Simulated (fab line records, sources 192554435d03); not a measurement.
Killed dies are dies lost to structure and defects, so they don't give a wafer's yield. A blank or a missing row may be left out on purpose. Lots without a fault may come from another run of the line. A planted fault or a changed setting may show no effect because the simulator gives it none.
Which tool did it? | flow n5_finfet | 24 lots, 72 wafers sampled, at 5 steps of a route of 1938

WHAT THE GAUGES READ, wafer by wafer
N5_WELL_APT_INSPECT_38: inspects for defects (darkfield).
lot  | measured    | on                | raw_defect_count
L074 | day 1 16:46 | defect_inspect-01 | 28 21 25
L075 | day 1 22:52 | defect_inspect-02 | 11 15 13
L076 | day 2 05:12 | defect_inspect-02 | 13 13 4
L077 | day 2 10:38 | defect_inspect-02 | 7 7 19
L078 | day 2 16:49 | defect_inspect-01 | 13 13 8
L079 | day 2 22:44 | defect_inspect-02 | 9 10 5
L080 | day 3 04:52 | defect_inspect-02 | 11 16 15
L081 | day 3 12:35 | defect_inspect-01 | 19 19 9
L082 | day 3 17:11 | defect_inspect-01 | 11 12 13
L083 | day 3 23:09 | defect_inspect-01 | 17 33 15
L084 | day 4 05:20 | defect_inspect-01 | 9 8 7
L085 | day 4 11:45 | defect_inspect-02 | 4 6 11
L086 | day 4 17:28 | defect_inspect-01 | 14 11 17
L087 | day 4 23:19 | defect_inspect-01 | 25 14 22
L088 | day 5 05:02 | defect_inspect-02 | 9 7 5
L089 | day 5 11:25 | defect_inspect-01 | 15 11 14
L090 | day 5 17:02 | defect_inspect-01 | 12 3 12
L091 | day 5 23:26 | defect_inspect-02 | 9 18 20
L092 | day 6 05:02 | defect_inspect-01 | 11 8 7
L093 | day 6 10:47 | defect_inspect-01 | 15 11 13
L094 | day 6 17:16 | defect_inspect-01 | 11 10 9
L095 | day 6 23:20 | defect_inspect-02 | 11 4 13
L096 | day 7 05:14 | defect_inspect-02 | 8 14 15
L097 | day 7 11:08 | defect_inspect-01 | 8 12 11

N5_FIN_SAQP_THK_MEAS_05.
lot  | measured    | on            | thk_nm (nm)
L074 | day 1 21:23 | film_metro-02 | 37.5 37.7 38.2
L075 | day 2 02:54 | film_metro-02 | 37.4 38.2 37.6
L076 | day 2 09:50 | film_metro-01 | 37.1 37.6 38.0
L077 | day 2 15:14 | film_metro-01 | 37.8 37.8 38.5
L078 | day 2 21:13 | film_metro-02 | 38.0 38.0 38.2
L079 | day 3 04:13 | film_metro-02 | 38.2 38.0 38.1
L080 | day 3 10:32 | film_metro-02 | 37.8 37.9 38.0
L081 | day 3 17:05 | film_metro-01 | 37.5 38.1 38.0
L082 | day 3 22:36 | film_metro-01 | 37.8 37.4 38.3
L083 | day 4 03:52 | film_metro-01 | 36.9 37.7 38.4
L084 | day 4 09:52 | film_metro-01 | 37.4 37.8 37.8
L085 | day 4 16:55 | film_metro-01 | 37.6 37.6 38.1
L086 | day 4 23:25 | film_metro-02 | 38.0 38.3 38.0
L087 | day 5 04:05 | film_metro-02 | 37.9 38.0 37.6
L088 | day 5 10:27 | film_metro-01 | 38.4 37.9 38.2
L089 | day 5 16:14 | film_metro-01 | 37.8 38.6 38.6
L090 | day 5 21:55 | film_metro-01 | 36.8 36.4 38.1
L091 | day 6 03:53 | film_metro-01 | 38.4 37.7 38.8
L092 | day 6 09:23 | film_metro-01 | 38.2 37.6 38.0
L093 | day 6 15:18 | film_metro-02 | 37.1 37.9 38.2
L094 | day 6 21:49 | film_metro-01 | 37.6 38.3 38.5
L095 | day 7 03:20 | film_metro-02 | 37.1 37.5 38.1
L096 | day 7 09:38 | film_metro-01 | 38.3 37.5 37.9
L097 | day 7 15:24 | film_metro-02 | 38.1 37.8 38.1

N5_DUMMY_GATE_INSPECT_27: inspects for defects (brightfield).
lot  | measured    | on                | raw_defect_count
L074 | day 2 23:16 | defect_inspect-01 | 399 304 241
L075 | day 3 10:11 | defect_inspect-02 | 174 173 224
L076 | day 3 11:47 | defect_inspect-02 | 332 238 316
L077 | day 3 18:56 | defect_inspect-01 | 358 284 421
L078 | day 4 01:47 | defect_inspect-01 | 324 409 263
L079 | day 4 07:07 | defect_inspect-02 | 239 281 213
L080 | day 4 11:58 | defect_inspect-01 | 400 262 267
L081 | day 4 20:25 | defect_inspect-02 | 210 288 240
L082 | day 4 23:43 | defect_inspect-02 | 307 249 171
L083 | day 5 06:04 | defect_inspect-02 | 272 218 260
L084 | day 5 15:11 | defect_inspect-02 | 335 311 346
L085 | day 5 20:13 | defect_inspect-01 | 198 340 287
L086 | day 6 01:55 | defect_inspect-01 | 507 303 313
L087 | day 6 07:59 | defect_inspect-01 | 325 304 130
L088 | day 6 12:10 | defect_inspect-01 | 357 408 199
L089 | day 6 18:01 | defect_inspect-02 | 406 383 332
L090 | day 6 23:41 | defect_inspect-02 | 185 460 253
L091 | day 7 04:44 | defect_inspect-02 | 361 263 282
L092 | day 7 14:45 | defect_inspect-02 | 313 240 320
L093 | day 7 17:26 | defect_inspect-01 | 350 325 244
L094 | day 8 02:19 | defect_inspect-02 | 226 277 237
L095 | day 8 06:21 | defect_inspect-02 | 153 277 223
L096 | day 8 13:15 | defect_inspect-02 | 251 288 292
L097 | day 8 17:02 | defect_inspect-01 | 406 251 209

WHICH TOOL RAN EACH LOT (tool, then ch and the chambers of the sampled wafers, then the start)
lot  | N5_WELL_APT_RTA_34              | N5_FIN_CUT_CUT_ETCH_26
L074 | rtp_anneal-01 ch 0, day 1 15:53 | rie_diel-04 ch 0,2, day 2 03:34
L075 | rtp_anneal-02 ch 0, day 1 21:46 | rie_diel-04 ch 1,2,3, day 2 11:22
L076 | rtp_anneal-01 ch 0, day 2 04:20 | rie_diel-01 ch 2,3, day 2 15:54
L077 | rtp_anneal-02 ch 0, day 2 09:35 | rie_diel-01 ch 2,3, day 2 21:25
L078 | rtp_anneal-01 ch 0, day 2 15:45 | rie_diel-02 ch 0,2, day 3 04:33
L079 | rtp_anneal-01 ch 0, day 2 21:41 | rie_diel-02 ch 0,1,3, day 3 10:51
L080 | rtp_anneal-01 ch 0, day 3 03:47 | rie_diel-02 ch 0,1,3, day 3 16:24
L081 | rtp_anneal-02 ch 0, day 3 11:32 | rie_diel-02 ch 0,2,3, day 4 00:19
L082 | rtp_anneal-01 ch 0, day 3 16:07 | rie_diel-01 ch 1,2, day 4 04:43
L083 | rtp_anneal-01 ch 0, day 3 22:05 | rie_diel-02 ch 0,2,3, day 4 10:16
L084 | rtp_anneal-01 ch 0, day 4 04:16 | rie_diel-01 ch 1,2,3, day 4 16:11
L085 | rtp_anneal-02 ch 0, day 4 10:17 | rie_diel-04 ch 0,1,3, day 5 00:36
L086 | rtp_anneal-02 ch 0, day 4 16:22 | rie_diel-04 ch 0,1, day 5 05:46
L087 | rtp_anneal-01 ch 0, day 4 21:54 | rie_diel-01 ch 1,2, day 5 10:46
L088 | rtp_anneal-01 ch 0, day 5 03:59 | rie_diel-01 ch 0,2,3, day 5 16:34
L089 | rtp_anneal-01 ch 0, day 5 10:21 | rie_diel-01 ch 2,3, day 5 22:59
L090 | rtp_anneal-02 ch 0, day 5 15:57 | rie_diel-02 ch 0,1,3, day 6 03:41
L091 | rtp_anneal-01 ch 0, day 5 22:21 | rie_diel-02 ch 1,2,3, day 6 09:37
L092 | rtp_anneal-02 ch 0, day 6 03:58 | rie_diel-01 ch 0,1,2, day 6 16:17
L093 | rtp_anneal-01 ch 0, day 6 09:43 | rie_diel-02 ch 0,1, day 6 21:42
L094 | rtp_anneal-01 ch 0, day 6 16:14 | rie_diel-02 ch 2,3, day 7 06:15
L095 | rtp_anneal-01 ch 0, day 6 22:14 | rie_diel-02 ch 1,3, day 7 10:43
L096 | rtp_anneal-01 ch 0, day 7 04:02 | rie_diel-04 ch 1,2,3, day 7 15:49
L097 | rtp_anneal-02 ch 0, day 7 10:04 | rie_diel-04 ch 0,1,3, day 7 21:17
- N5_WELL_APT_RTA_34: time 10 s.
- N5_FIN_CUT_CUT_ETCH_26: etches SiNx in CH3F/O2, target depth 39 nm, time 55.7 s.

WHAT THE TOOLS THEMSELVES READ (means of the sampled wafers that have a number; where no wafer has one, the mark that the record gives instead)
N5_WELL_APT_RTA_34.
lot  | tool          | lamp_power_pct (%) | lamp_zone_2_pct (%) | wafer_temp_C_max
L074 | rtp_anneal-01 | 13.01              | 13.002              | 1003.9
L075 | rtp_anneal-02 | 13.00              | 12.977              | 1003.3
L076 | rtp_anneal-01 | 12.98              | 12.978              | 1004.6
L077 | rtp_anneal-02 | 13.01              | 12.992              | 1004.2
L078 | rtp_anneal-01 | 12.99              | 13.008              | 1003.6
L079 | rtp_anneal-01 | 12.97              | 13.001              | 1003.2
L080 | rtp_anneal-01 | 13.04              | 13.014              | 1004.1
L081 | rtp_anneal-02 | 13.01              | 13.024              | 1003.4
L082 | rtp_anneal-01 | 12.94              | 13.011              | 1003.8
L083 | rtp_anneal-01 | 12.98              | 12.982              | 1004.2
L084 | rtp_anneal-01 | 13.01              | 12.986              | 1003.8
L085 | rtp_anneal-02 | 12.98              | 12.988              | 1003.1
L086 | rtp_anneal-02 | 13.01              | 12.999              | 1004.0
L087 | rtp_anneal-01 | 12.95              | 13.003              | 1003.0
L088 | rtp_anneal-01 | 13.02              | 12.990              | 1003.0
L089 | rtp_anneal-01 | 12.99              | 12.991              | 1003.0
L090 | rtp_anneal-02 | 12.98              | 13.005              | 1004.0
L091 | rtp_anneal-01 | 12.96              | 12.993              | 1005.1
L092 | rtp_anneal-02 | 13.02              | 13.010              | 1002.5
L093 | rtp_anneal-01 | 12.97              | 13.014              | 1005.3
L094 | rtp_anneal-01 | 13.02              | 13.003              | 1004.2
L095 | rtp_anneal-01 | 13.00              | 13.019              | 1003.5
L096 | rtp_anneal-01 | 12.98              | 12.995              | 1002.8
L097 | rtp_anneal-02 | 12.98              | 13.008              | 1003.5

N5_FIN_CUT_CUT_ETCH_26.
lot  | tool        | drypump_motor_current_A (A) | mfc_ar_sccm (sccm) | oes_product_au (a.u.) | rf_vpp_V (V) | showerhead_plenum_p_Torr (Torr) | throttle_valve_pct (%)
L074 | rie_diel-04 | 4.9                         | 150.4              | 0.68                  | 293          | 1.92                            | 16.56
L075 | rie_diel-04 | 5.2                         | 150.3              | 0.71                  | 294          | 1.95                            | 16.50
L076 | rie_diel-01 | 5.5                         | 150.2              | 0.75                  | 291          | 2.03                            | 16.39
L077 | rie_diel-01 | 5.5                         | 149.6              | 0.75                  | 291          | 2.03                            | 16.39
L078 | rie_diel-02 | 6.0                         | 149.8              | 0.71                  | 292          | 2.04                            | 16.22
L079 | rie_diel-02 | 5.7                         | 149.9              | 0.82                  | 292          | 2.04                            | 16.32
L080 | rie_diel-02 | 5.7                         | 149.8              | 0.81                  | 291          | 2.04                            | 16.33
L081 | rie_diel-02 | 5.5                         | 150.1              | 0.79                  | 294          | 2.01                            | 16.25
L082 | rie_diel-01 | 5.6                         | 149.9              | 0.73                  | 295          | 2.00                            | 16.42
L083 | rie_diel-02 | 5.5                         | 149.7              | 0.79                  | 295          | 2.01                            | 16.27
L084 | rie_diel-01 | 5.7                         | 150.3              | 0.72                  | 293          | 2.02                            | 16.36
L085 | rie_diel-04 | 5.5                         | 150.3              | 0.70                  | 297          | 1.97                            | 16.49
L086 | rie_diel-04 | 5.3                         | 149.8              | 0.68                  | 297          | 2.00                            | 16.47
L087 | rie_diel-01 | 5.8                         | 150.7              | 0.71                  | 299          | 1.98                            | 16.37
L088 | rie_diel-01 | 5.5                         | 150.0              | 0.77                  | 293          | 2.06                            | 16.36
L089 | rie_diel-01 | 5.6                         | 149.9              | 0.72                  | 290          | 2.05                            | 16.39
L090 | rie_diel-02 | 5.6                         | 150.1              | 0.78                  | 291          | 2.04                            | 16.35
L091 | rie_diel-02 | 5.2                         | 150.0              | 0.80                  | 297          | 2.02                            | 16.36
L092 | rie_diel-01 | 5.6                         | 150.3              | 0.76                  | 298          | 2.03                            | 16.36
L093 | rie_diel-02 | 6.2                         | 149.6              | 0.71                  | 288          | 2.06                            | 16.35
L094 | rie_diel-02 | 5.0                         | 150.2              | 0.77                  | 300          | 1.99                            | 16.30
L095 | rie_diel-02 | 5.4                         | 150.2              | 0.79                  | 294          | 2.05                            | 16.47
L096 | rie_diel-04 | 5.2                         | 149.7              | 0.76                  | 297          | 2.02                            | 16.41
L097 | rie_diel-04 | 5.5                         | 150.1              | 0.78                  | 296          | 1.96                            | 16.37

THE ANSWER, worked out from the rows above alone
Rule: what is usual is taken from the lots themselves. Put in order of their means at a reading, lots are off if they are a third of the lots or fewer, leave a main group of 4 or more, and stand apart from it by a gap of 3 or more times the standard deviation of the main group's means; of several such gaps the widest counts. A main group whose means are all the same, to the digits that the tables above print for the reading, isn't used. A lot without any number at a reading at which 4 lots or more have one is off too. The other lots that the step has rows for count as sound. The gauges are gone through in route order, then the tools' own readings, and for those a lot's mean is taken as printed above. The first step at which some lot is off is used, and at that step the reading that is off furthest; a lot without a number counts as furthest.
No lot is off at any reading shown: from this, nothing can be told.

WHAT THE SIMULATOR HAD PUT IN
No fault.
